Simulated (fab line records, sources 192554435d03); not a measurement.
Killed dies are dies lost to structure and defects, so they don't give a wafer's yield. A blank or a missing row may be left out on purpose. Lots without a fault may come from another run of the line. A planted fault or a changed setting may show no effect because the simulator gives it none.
fab line records | flow n5_finfet
record lots=7 wafers=21
route steps=1938 shown BEOL_M10@1476 BEOL_M11@1562 BEOL_M12@1602
start_h: hours from the record's first day to the start of the lot's first wafer shown | wait_h: hours since the lot's step before | " the same as in the row above | L1.1+2: a row that stands for several wafers | - no value, or no start given | * or withheld: withheld | < > ~ a bound
route shown NAME@n: a module of which the file shows steps, and the number in the route of the first | usual: mean/standard deviation of fault-free wafers | same: alike in all rows | chamber/n: place in a boat | sites: the reading at each site | _std_site: their standard deviation | _edge_site: outer sites' mean less inner sites' | radius_mm: how far each site lies from the wafer's centre | mask NAME#n: copy n | behind: the tool/chamber that last shaped the wafer | hold: why the lot was held/for how many hours/how that ended | device: the transistor (n, p or np) that didn't switch | end of line: the same wafers' tests at the end of the route | a step without rows: its recipe alone | killed: dies lost to structure and defects at the first sort, not the wafer's yield | map: a wafer's dies, x killed, . not, _ none there
set.NAME: the setting as run; set.NAME@STEP: as run at that earlier step | model.NAME: the simulator's own value behind a step, which no gauge read
lots whose settings were changed on purpose; a table a step, a row a wafer
## steps
# step N5_BEOL_M10_COAT_60
# recipe resist=SiARC temp_c=220 time_s=60 spin_rpm=1500 resist_thk_nm=30
# columns lot.wafer tool chamber start_h wait_h set.spin_rpm model.SiARC_of_BEOL_M10_COAT_60.thk_nm
L074.3 litho_track-03 0 - - 1500 30
L074.4 " 0 " " 1371 31.4
L074.6 " 0 " " 1371 31.6
L076.4+5+6 litho_track-01 0 - - 1500 30
L079.3+5 litho_track-01 0 - - 1500 29.8
L079.6 " 0 " " 1500 30
L085.1+2+6 litho_track-03 0 - - 1500 30
L093.4 litho_track-01 0 - - 1344 31.6
L093.5+6 " 0 " " 1500 30
L095.1+2 litho_track-02 0 - - 1665 28.6
L095.3 " 0 " " 1500 30.2
L096.4+5 litho_track-03 0 - - 1442 30.8
L096.6 " 0 " " 1500 30.2
# step N5_BEOL_M10_EXPOSE_08
# recipe mask_id=M10 na=1.35 source_shape=dipole sigma_inner=0.411 sigma_outer=0.611 polarization=te dose_mj=53.75
# columns lot.wafer tool chamber start_h wait_h mask set.dose_mj
L074.3+6 arfi_scanner-03 0 218.40 - M10#0 53.75
L074.4 " 0 " " M10#0 51.7
L076.4 arfi_scanner-03 0 222.33 - M10#0 57.68
L076.5+6 " 0 " " M10#0 53.75
L079.3+5+6 arfi_scanner-03 0 237.80 - M10#0 53.75
L085.1+6 arfi_scanner-02 0 280.00 - M10#0 56.15
L085.2 " 0 " " M10#0 53.75
L093.4+5 arfi_scanner-03 0 345.31 - M10#0 53.75
L093.6 " 0 " " M10#0 56.16
L095.1+3 arfi_scanner-01 0 350.50 - M10#0 53.75
L095.2 " 0 " " M10#0 52.74
L096.4+5+6 arfi_scanner-01 0 369.53 - M10#0 53.75
# step N5_BEOL_M10_PEB_09
# recipe peb_temp_c=withheld peb_time_s=60 resist=CAR-ArF
# step N5_BEOL_M10_DEVELOP_10
# recipe develop_time_s=30 developer=TMAH resist=CAR-ArF rinse_liquid=diw dry=air_spin dev_temp_c=23
# step N5_BEOL_M10_CD_MEAS_11
# recipe target_cd_nm=64.1 landing_energy_ev=500 detector=se_inlens polarity=opening
# usual cd_nm=64.1/0.58
# columns lot.wafer tool chamber start_h wait_h set.dose_mj@BEOL_M10_EXPOSE_08 cd_nm
L074.3 cd_sem-01 0 218.52 - 53.75 64.2
L074.4 " 0 " " 51.7 62.1
L074.6 " 0 " " 53.75 63.9
L076.4 cd_sem-01 0 222.45 - 57.68 69.1
L076.5 " 0 " " 53.75 65.5
L076.6 " 0 " " 53.75 64.5
L079.3 cd_sem-03 0 237.92 - 53.75 64.7
L079.5 " 0 " " 53.75 64.4
L079.6 " 0 " " 53.75 64.6
L085.1 cd_sem-02 0 280.13 - 56.15 66.7
L085.2 " 0 " " 53.75 64.5
L085.6 " 0 " " 56.15 66.9
L093.4 cd_sem-01 0 345.42 - 53.75 64.8
L093.5 " 0 " " 53.75 65.4
L093.6 " 0 " " 56.16 67.4
L095.1 cd_sem-03 0 350.62 - 53.75 64.4
L095.2 " 0 " " 52.74 62.9
L095.3 " 0 " " 53.75 63.1
L096.4 cd_sem-03 0 369.64 - 53.75 64.9
L096.5 " 0 " " 53.75 64.2
L096.6 " 0 " " 53.75 64.0
# step N5_BEOL_M10_DESCUM_16
# recipe chemistry=O2 time_s=7.9 source_power_w=50 bias_power_w=20 pressure_mtorr=20 rf_frequency_hz=2.712e+07 temp_c=40 resist=CAR-ArF o2_flow_sccm=225
# step N5_BEOL_M10_ETCH_61
# recipe chemistry=CF4 target=SiARC target_depth_a=390 mask_material=CAR-ArF time_s=65 ion_energy_ev=80 pressure_mtorr=40 source_w=545 bias_w=36 Ar_flow_sccm=100 cf4_flow_sccm=100 ends=cleared
# columns lot.wafer tool chamber start_h wait_h set.spin_rpm@BEOL_M10_COAT_60 set.dose_mj@BEOL_M10_EXPOSE_08 model.BEOL_M10.cd_offset_nm model.etch.depth_nm model.CAR-ArF_of_BEOL_M10_COAT_05.thk_nm
L074.3 rie_diel-03 3 218.64 0.0 1500 53.75 -0.2 30.08 55.2
L074.4 " 2 " " 1371 51.7 -1.4 31.48 53.8
L074.6 " 2 " " 1371 53.75 0 31.52 53.8
L076.4 rie_diel-01 2 222.57 0.0 1500 57.68 5 30.03 55.6
L076.5 " 2 " " 1500 53.75 1.6 30.03 55.6
L076.6 " 1 " " 1500 53.75 0.6 30.08 55.4
L079.3 rie_diel-03 0 238.32 0.0 1500 53.75 0.2 29.85 55.8
L079.5 " 1 " " 1500 53.75 0.2 29.88 55.8
L079.6 " 2 " " 1500 53.75 0.2 29.92 56
L085.1 rie_diel-01 2 280.59 0.0 1500 56.15 2.4 30.1 55.4
L085.2 " 1 " " 1500 53.75 0.4 30.07 55.6
L085.6 " 1 " " 1500 56.15 2.6 30.03 56.2
L093.4 rie_diel-01 2 345.59 0.0 1344 53.75 0.6 31.66 53.8
L093.5 " 1 " " 1500 53.75 1.2 30.09 55.2
L093.6 " 0 " " 1500 56.16 3 30.1 55
L095.1 rie_diel-03 2 350.75 0.0 1665 53.75 0.4 28.54 56.2
L095.2 " 0 " " 1665 52.74 -1 28.55 56.4
L095.3 " 1 " " 1500 53.75 -1 30.12 55
L096.4 rie_diel-03 2 369.76 0.0 1442 53.75 1.2 30.77 54.8
L096.5 " 2 " " 1442 53.75 0.4 30.76 54.6
L096.6 " 3 " " 1500 53.75 -0.2 30.18 55.6
# step N5_BEOL_M10_ETCH_62
# recipe chemistry=N2/H2 target=SOC target_depth_a=1100 overetch_a=220 mask_material=SiARC temp_c=40 time_s=165 ion_energy_ev=200 pressure_mtorr=30 source_w=840 bias_w=150 n2_flow_sccm=200 h2_flow_sccm=200
# columns lot.wafer tool chamber start_h wait_h set.dose_mj@BEOL_M10_EXPOSE_08 model.BEOL_M10.cd_offset_nm
L074.3 rie_diel-03 3 218.69 0.0 53.75 -0.8
L074.4 " 2 " " 51.7 -1.4
L074.6 " 2 " " 53.75 0
L076.4 rie_diel-01 2 222.62 0.0 57.68 5.2
L076.5 " 2 " " 53.75 1.8
L076.6 " 1 " " 53.75 0.6
L079.3 rie_diel-03 0 238.37 0.0 53.75 0
L079.5+6 " 1,2 " " 53.75 0.4
L085.1 rie_diel-01 2 280.66 0.1 56.15 2.6
L085.2 " 1 " " 53.75 0.8
L085.6 " 1 " " 56.15 2.8
L093.4 rie_diel-01 2 345.69 0.1 53.75 1
L093.5 " 1 " " 53.75 1.2
L093.6 " 0 " " 56.16 3
L095.1 rie_diel-03 2 350.80 0.0 53.75 0.2
L095.2 " 0 " " 52.74 -1.4
L095.3 " 1 " " 53.75 -1.2
L096.4 rie_diel-03 2 369.81 0.0 53.75 1.4
L096.5 " 2 " " 53.75 0.8
L096.6 " 3 " " 53.75 0
# step N5_BEOL_M10_STRIP_68
# recipe chemistry=N2/H2 temp_c=40 n2_flow_sccm=200 h2_flow_sccm=200 rf_frequency_hz=6e+07
# step N5_BEOL_M10_STRIP_67
# recipe chemistry=CF4 resist=SiARC power_w=300 bias_power_w=75 pressure_mtorr=50 cf4_flow_sccm=150 rf_frequency_hz=6e+07
# step N5_BEOL_M10_HM_OPEN_17
# recipe chemistry=Cl2/BCl3 target_depth_a=200 overetch_a=60 target=TiN mask_material=SOC ion_energy_ev=150 pressure_mtorr=10 icp_w=1000 bias_w=126 Cl2_flow_sccm=53.25 bcl3_flow_sccm=21.75 Ar_flow_sccm=25
# step N5_BEOL_M10_STRIP_19
# recipe chemistry=O2 power_w=400 temp_c=40 pressure_mtorr=30 rf_frequency_hz=6e+07 bias_power_w=0 overash_fraction=0.2 o2_flow_sccm=225
# step N5_BEOL_M10_CD_MEAS_18
# recipe pitch_nm=140 target_cd_nm=70
# usual cd_nm=70.0/0.71
# columns lot.wafer tool chamber start_h wait_h set.dose_mj@BEOL_M10_EXPOSE_08 cd_nm
L074.3 cd_sem-02 - 219.06 0.1 53.75 69.6
L074.4 " - " " 51.7 68.3
L074.6 " - " " 53.75 70.1
L076.4 cd_sem-03 - 223.15 0.0 57.68 75.6
L076.5 " - " " 53.75 72.1
L076.6 " - " " 53.75 70.9
L079.3 cd_sem-03 - 238.82 0.1 53.75 70.2
L079.5 " - " " 53.75 70.3
L079.6 " - " " 53.75 70.3
L085.1 cd_sem-01 - 281.12 0.0 56.15 72.6
L085.2 " - " " 53.75 71.1
L085.6 " - " " 56.15 72.9
L093.4 cd_sem-02 - 346.32 0.1 53.75 71.2
L093.5 " - " " 53.75 71.3
L093.6 " - " " 56.16 72.6
L095.1 cd_sem-02 - 351.20 0.0 53.75 70.6
L095.2 " - " " 52.74 68.6
L095.3 " - " " 53.75 68.9
L096.4 cd_sem-01 - 370.18 0.1 53.75 71.3
L096.5 " - " " 53.75 70.6
L096.6 " - " " 53.75 70.2
# step N5_BEOL_M10_COAT_63
# recipe resist=SOC temp_c=250 time_s=60 spin_rpm=1500 resist_thk_nm=100
# step N5_BEOL_M10_COAT_64
# recipe resist=SiARC temp_c=220 time_s=60 spin_rpm=1500 resist_thk_nm=30
# step N5_BEOL_M10_PRECLEAN_42
# recipe chemistry=residue_remover time_s=60 temp_c=40
# step N5_BEOL_M10_SRD_43
# recipe time_s=30 temp_c=23 rinse_liquid=diw dry=ipa_marangoni
# step N5_BEOL_M10_CD_MEAS_35
# recipe target_cd_nm=70 polarity=opening
# usual cd_nm=70.1/0.72
# columns lot.wafer tool chamber start_h wait_h set.dose_mj@BEOL_M10_EXPOSE_08 cd_nm
L074.3 cd_sem-03 - 221.87 0.0 53.75 69.3
L074.4 " - " " 51.7 68.4
L074.6 " - " " 53.75 69.5
L076.4 cd_sem-03 - 224.28 0.0 57.68 75.1
L076.5 " - " " 53.75 71.8
L076.6 " - " " 53.75 71.0
L079.3 cd_sem-03 - 240.46 0.0 53.75 70.9
L079.5 " - " " 53.75 70.6
L079.6 " - " " 53.75 70.4
L085.1 cd_sem-02 - 282.26 0.0 56.15 72.4
L085.2 " - " " 53.75 70.2
L085.6 " - " " 56.15 72.7
L093.4 cd_sem-02 - 347.51 0.0 53.75 71.0
L093.5 " - " " 53.75 71.3
L093.6 " - " " 56.16 73.2
L095.1 cd_sem-01 - 353.19 0.0 53.75 70.4
L095.2 " - " " 52.74 68.9
L095.3 " - " " 53.75 69.2
L096.4 cd_sem-03 - 375.80 0.0 53.75 71.3
L096.5 " - " " 53.75 70.7
L096.6 " - " " 53.75 70.3
# step N5_BEOL_M11_COAT_22
# recipe resist=CAR-ArF spin_rpm=1500 resist_thk_nm=90
# columns lot.wafer tool chamber start_h wait_h set.spin_rpm model.CAR-ArF_of_BEOL_M11_COAT_22.thk_nm
L074.3 litho_track-03 0 - - 1500 90.2
L074.4+6 " 0 " " 1500 90
L076.4+6 litho_track-05 0 - - 1387 93.2
L076.5 " 0 " " 1500 90
L079.3+5 litho_track-04 0 - - 1500 89.8
L079.6 " 0 " " 1500 90
L085.1 litho_track-03 0 - - 1570 88.2
L085.2 " 0 " " 1570 88.4
L085.6 " 0 " " 1500 90.4
L093.4+6 litho_track-05 0 - - 1500 90.4
L093.5 " 0 " " 1500 90.2
L095.1 litho_track-05 0 - - 1626 86
L095.2 " 0 " " 1500 89.4
L095.3 " 0 " " 1500 89.6
L096.4+6 litho_track-03 0 - - 1500 90
L096.5 " 0 " " 1383 93.6
# step N5_BEOL_M11_EBR_24
# recipe solvent=PGMEA ebr_width_mm=1.5
# step N5_BEOL_M11_SOFTBAKE_23
# recipe temp_c=110 time_s=60 resist=CAR-ArF
# step N5_BEOL_M11_EXPOSE_25
# recipe mask_id=V10 na=1.35 source_shape=annular sigma_inner=0.5 sigma_outer=0.8 polarization=unpolarized dose_mj=85.5
# step N5_BEOL_M11_PEB_26
# recipe peb_temp_c=withheld peb_time_s=60 resist=CAR-ArF
# step N5_BEOL_M11_DEVELOP_27
# recipe develop_time_s=30 developer=TMAH resist=CAR-ArF rinse_liquid=diw dry=air_spin dev_temp_c=23
# columns lot.wafer tool chamber start_h wait_h set.spin_rpm@BEOL_M11_COAT_22 model.CAR-ArF_of_BEOL_M11_COAT_22.thk_nm
L074.3 litho_track-03 0 - - 1500 88.4
L074.4+6 " 0 " " 1500 88.2
L076.4 litho_track-03 0 - - 1387 91.6
L076.5 " 0 " " 1500 88.2
L076.6 " 0 " " 1387 91.4
L079.3+5+6 litho_track-05 0 - - 1500 88.2
L085.1 litho_track-04 0 - - 1570 86.4
L085.2 " 0 " " 1570 86.8
L085.6 " 0 " " 1500 88.6
L093.4 litho_track-05 0 - - 1500 88.8
L093.5+6 " 0 " " 1500 88.6
L095.1 litho_track-04 0 - - 1626 84.2
L095.2+3 " 0 " " 1500 87.8
L096.4 litho_track-04 0 - - 1500 88.4
L096.5 " 0 " " 1383 92
L096.6 " 0 " " 1500 88.2
# step N5_BEOL_M11_ETCH_66
# recipe chemistry=N2/H2 target=SOC target_depth_a=1200 overetch_a=240 mask_material=SiARC temp_c=40 time_s=180 ion_energy_ev=200 pressure_mtorr=30 source_w=840 bias_w=150 n2_flow_sccm=200 h2_flow_sccm=200
# columns lot.wafer tool chamber start_h wait_h set.time_s model.SiARC_of_BEOL_M11_COAT_64.thk_nm
L074.3+6 rie_diel-02 2 230.43 0.0 211.4 21.6
L074.4 " 1 " " 180 22.8
L076.4+5 rie_diel-06 2,1 233.92 0.0 180 22.6
L076.6 " 2 " " 180 22.8
L079.3 rie_diel-02 0 248.44 0.0 180 22.6
L079.5+6 " 3,0 " " 180 22.8
L085.1 rie_diel-04 1 288.09 0.0 180 23.2
L085.2 " 0 " " 180 23.4
L085.6 " 3 " " 180 23
L093.4 rie_diel-06 0 355.79 0.0 151 23.8
L093.5 " 0 " " 180 22.6
L093.6 " 3 " " 151 24
L095.1+3 rie_diel-02 1,3 359.14 0.0 180 22.8
L095.2 " 0 " " 214.1 21.4
L096.4 rie_diel-04 2 384.63 0.0 180 23.2
L096.5+6 " 2,3 " " 197.1 22.4
# step N5_BEOL_M11_DEP_56
# recipe material=SiCN target_thk_a=300 temp_c=withheld precursor=3MS/NH3 pressure_torr=3 rf_w=675 time_s=10.5
# columns lot.wafer tool chamber start_h wait_h set.time_s model.SiCN_of_BEOL_M11_DEP_56.thk_nm
L074.3 pecvd-03 1 234.77 0.0 10.5 29.8
L074.4 " 0 " " 10.5 30.8
L074.6 " 1 " " 10.5 30.6
L076.4 pecvd-01 2 238.43 0.0 10.5 30.8
L076.5 " 1 " " 9.976 29.2
L076.6 " 0 " " 10.5 30.4
L079.3 pecvd-02 0 251.34 0.0 10.5 29.6
L079.5 " 2 " " 10.5 30
L079.6 " 0 " " 10.5 30.2
L085.1 pecvd-02 0 290.79 0.0 11.34 32.2
L085.2 " 1 " " 10.5 29
L085.6 " 1 " " 10.5 29.8
L093.4+5 pecvd-03 0,2 358.53 0.0 10.5 30.6
L093.6 " 1 " " 10.5 30.2
L095.1+2 pecvd-02 2,1 361.91 0.0 11.22 31.6
L095.3 " 2 " " 10.5 29.8
L096.4 pecvd-02 0 387.52 0.0 10.5 29.6
L096.5+6 " 1,2 " " 10.02 28.6
# step N5_BEOL_M12_ILD_DEP_00
# recipe material=SiOC target_thk_a=6589.2 temp_c=350 precursor=DEMS/O2 pressure_torr=5 rf_w=500 time_s=130.7
# columns lot.wafer tool chamber start_h wait_h set.time_s model.SiOC_of_BEOL_M12_ILD_DEP_00.thk_nm
L074.3 pecvd-02 1 234.89 0.0 114.8 571
L074.4 " 2 " " 114.8 580
L074.6 " 1 " " 130.7 658
L076.4 pecvd-02 1 238.59 0.1 112.5 563.2
L076.5 " 2 " " 112.5 570.4
L076.6 " 0 " " 130.7 664
L079.3 pecvd-04 0 251.47 0.0 130.7 640.6
L079.5 " 2 " " 130.7 648.2
L079.6 " 0 " " 130.7 654
L085.1 pecvd-04 2 290.93 0.0 130.7 659.6
L085.2 " 0 " " 144.7 726
L085.6 " 0 " " 144.7 735.8
L093.4 pecvd-02 1 358.79 0.2 130.7 665.8
L093.5 " 1 " " 130.7 670.4
L093.6 " 1 " " 130.7 664
L095.1 pecvd-01 1 362.05 0.0 123.8 616.4
L095.2 " 0 " " 130.7 650.4
L095.3 " 2 " " 130.7 646
L096.4 pecvd-02 2 387.90 0.1 130.7 658.2
L096.5 " 0 " " 113.1 571.8
L096.6 " 1 " " 130.7 662
# step N5_BEOL_M12_THK_MEAS_01
# recipe reads=SiOC_of_BEOL_M12_ILD_DEP_00
# usual M12_ILD_THK=657/7.8
# columns lot.wafer tool chamber start_h wait_h set.time_s@BEOL_M12_ILD_DEP_00 M12_ILD_THK[nm]
L074.3 film_metro-01 - 235.03 0.1 114.8 570
L074.4 " - " " 114.8 580
L074.6 " - " " 130.7 658
L076.4 film_metro-02 - 238.68 0.0 112.5 563
L076.5 " - " " 112.5 570
L076.6 " - " " 130.7 664
L079.3 film_metro-01 - 251.60 0.1 130.7 641
L079.5 " - " " 130.7 648
L079.6 " - " " 130.7 654
L085.1 film_metro-02 - 291.06 0.1 130.7 659
L085.2 " - " " 144.7 726
L085.6 " - " " 144.7 736
L093.4 film_metro-01 - 358.97 0.1 130.7 666
L093.5 " - " " 130.7 670
L093.6 " - " " 130.7 664
L095.1 film_metro-02 - 362.18 0.1 123.8 616
L095.2 " - " " 130.7 650
L095.3 " - " " 130.7 646
L096.4 film_metro-01 - 387.99 0.0 130.7 658
L096.5 " - " " 113.1 572
L096.6 " - " " 130.7 663
# step N5_BEOL_M12_COAT_58
# recipe resist=BARC temp_c=205 time_s=60 spin_rpm=1500 resist_thk_nm=89
# step N5_BEOL_M12_COAT_04
# recipe spin_rpm=1625 resist_thk_nm=400
# step N5_BEOL_M12_DESCUM_15
# recipe chemistry=O2 time_s=7.9 source_power_w=50 bias_power_w=20 pressure_mtorr=20 rf_frequency_hz=2.712e+07 temp_c=40 o2_flow_sccm=225
# step N5_BEOL_M12_ETCH_59
# recipe chemistry=N2/H2 target=BARC target_depth_a=890 overetch_a=267 time_s=67.9 ion_energy_ev=200 pressure_mtorr=30 source_w=840 bias_w=150 n2_flow_sccm=200 h2_flow_sccm=200
# step N5_BEOL_M12_VIA_ETCH_16
# recipe chemistry=C4F8/O2/Ar target=SiOC pressure_mtorr=30 source_w=3000 bias_w=700 Ar_flow_sccm=400 C4F8_flow_sccm=15 O2_flow_sccm=8 he_inner_torr=15 he_outer_torr=30 target_depth_a=7248 time_s=withheld ion_energy_ev=250 ends=cleared
# columns lot.wafer tool chamber start_h wait_h set.time_s@BEOL_M12_ILD_DEP_00 model.etch.depth_nm model.coat_of_BEOL_M12_COAT_04.thk_nm
L074.3 rie_diel-01 2 235.50 0.0 * 571 148.8
L074.4 " 2 " " * 580 148.4
L074.6 " 1 " " * 658.1 123
L076.4 rie_diel-01 2 239.49 0.1 * 563.3 150
L076.5 " 1 " " * 570.3 148.4
L076.6 " 0 " " * 663.9 120.2
L079.3 rie_diel-03 1 252.26 0.0 * 640.7 127.4
L079.5 " 3 " " * 648.3 126.8
L079.6 " 0 " " * 654 123
L085.1 rie_diel-01 2 292.00 0.0 * 659.6 125.8
L085.2 " 1 " " * 726 105
L085.6 " 0 " " * 735.7 100.2
L093.4 rie_diel-03 3 359.57 0.0 * 665.8 121.6
L093.5 " 1 " " * 670.4 122.8
L093.6 " 0 " " * 663.9 124.6
L095.1 rie_diel-01 1 362.67 0.0 * 616.3 134.8
L095.2 " 2 " " * 650.5 125
L095.3 " 0 " " * 645.9 127.6
L096.4 rie_diel-05 2 389.16 0.0 * 658.2 121
L096.5 " 2 " " * 571.8 148.2
L096.6 " 3 " " * 662 119
# step N5_BEOL_M12_STRIP_63
# recipe chemistry=N2/H2 power_w=1000 temp_c=250 h2_frac=0.65 overash_fraction=0.3 pressure_mtorr=1000 n2_flow_sccm=1750 h2_flow_sccm=3250
# usual strip_time_to_endpoint_s=42.7/0.7
# columns lot.wafer tool chamber start_h wait_h set.time_s@BEOL_M12_ILD_DEP_00 strip_time_to_endpoint_s
L074.3 plasma_asher-02 1 235.72 - 114.8 49.4
L074.4 " 0 " " 114.8 49.3
L074.6 " 1 " " 130.7 42.5
L076.4 plasma_asher-01 1 239.62 - 112.5 49.6
L076.5 " 1 " " 112.5 49.3
L076.6 " 0 " " 130.7 41.7
L079.3 plasma_asher-01 0 252.48 - 130.7 43.7
L079.5 " 0 " " 130.7 43.5
L079.6 " 1 " " 130.7 42.5
L085.1 plasma_asher-01 1 292.20 - 130.7 43.2
L085.2 " 0 " " 144.7 37.6
L085.6 " 1 " " 144.7 36.3
L093.4 plasma_asher-02 1 359.79 - 130.7 42.1
L093.5 " 0 " " 130.7 42.4
L093.6 " 1 " " 130.7 42.9
L095.1 plasma_asher-02 1 362.87 - 123.8 45.7
L095.2 " 0 " " 130.7 43.0
L095.3 " 1 " " 130.7 43.7
L096.4 plasma_asher-02 1 389.38 - 130.7 41.9
L096.5 " 0 " " 113.1 49.2
L096.6 " 1 " " 130.7 41.4
## key
split step=N5_BEOL_M10_COAT_60 setting=spin_rpm stated=1500 by=wafer
response step=N5_BEOL_M10_COAT_60 reading=model.SiARC_of_BEOL_M10_COAT_60.thk_nm change=-0.155 per=1% r=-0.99
response step=N5_BEOL_M10_ETCH_61 reading=model.etch.depth_nm change=-0.151 per=1% r=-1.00
response step=N5_BEOL_M10_ETCH_61 reading=model.CAR-ArF_of_BEOL_M10_COAT_05.thk_nm change=+0.136 per=1% r=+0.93
split step=N5_BEOL_M10_EXPOSE_08 setting=dose_mj stated=53.75 by=wafer
response step=N5_BEOL_M10_CD_MEAS_11 reading=cd_nm change=+0.536 per=1% r=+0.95
response step=N5_BEOL_M10_ETCH_61 reading=model.BEOL_M10.cd_offset_nm change=+0.48 per=1% r=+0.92
response step=N5_BEOL_M10_ETCH_62 reading=model.BEOL_M10.cd_offset_nm change=+0.464 per=1% r=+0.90
response step=N5_BEOL_M10_CD_MEAS_18 reading=cd_nm change=+0.46 per=1% r=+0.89
response step=N5_BEOL_M10_CD_MEAS_35 reading=cd_nm change=+0.474 per=1% r=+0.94
split step=N5_BEOL_M11_COAT_22 setting=spin_rpm stated=1500 by=wafer
response step=N5_BEOL_M11_COAT_22 reading=model.CAR-ArF_of_BEOL_M11_COAT_22.thk_nm change=-0.435 per=1% r=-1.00
response step=N5_BEOL_M11_DEVELOP_27 reading=model.CAR-ArF_of_BEOL_M11_COAT_22.thk_nm change=-0.444 per=1% r=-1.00
split step=N5_BEOL_M11_ETCH_66 setting=time_s stated=180 by=wafer
response step=N5_BEOL_M11_ETCH_66 reading=model.SiARC_of_BEOL_M11_COAT_64.thk_nm change=-0.075 per=1% r=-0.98
split step=N5_BEOL_M11_DEP_56 setting=time_s stated=10.5 by=wafer
response step=N5_BEOL_M11_DEP_56 reading=model.SiCN_of_BEOL_M11_DEP_56.thk_nm change=+0.295 per=1% r=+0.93
split step=N5_BEOL_M12_ILD_DEP_00 setting=time_s stated=130.7 by=wafer
response step=N5_BEOL_M12_ILD_DEP_00 reading=model.SiOC_of_BEOL_M12_ILD_DEP_00.thk_nm change=+6.73 per=1% r=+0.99
response step=N5_BEOL_M12_THK_MEAS_01 reading=M12_ILD_THK change=+6.74 per=1% r=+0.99
response step=N5_BEOL_M12_VIA_ETCH_16 reading=model.etch.depth_nm change=+6.73 per=1% r=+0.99
response step=N5_BEOL_M12_VIA_ETCH_16 reading=model.coat_of_BEOL_M12_COAT_04.thk_nm change=-2.09 per=1% r=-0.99
response step=N5_BEOL_M12_STRIP_63 reading=strip_time_to_endpoint_s change=* per=1% r=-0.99
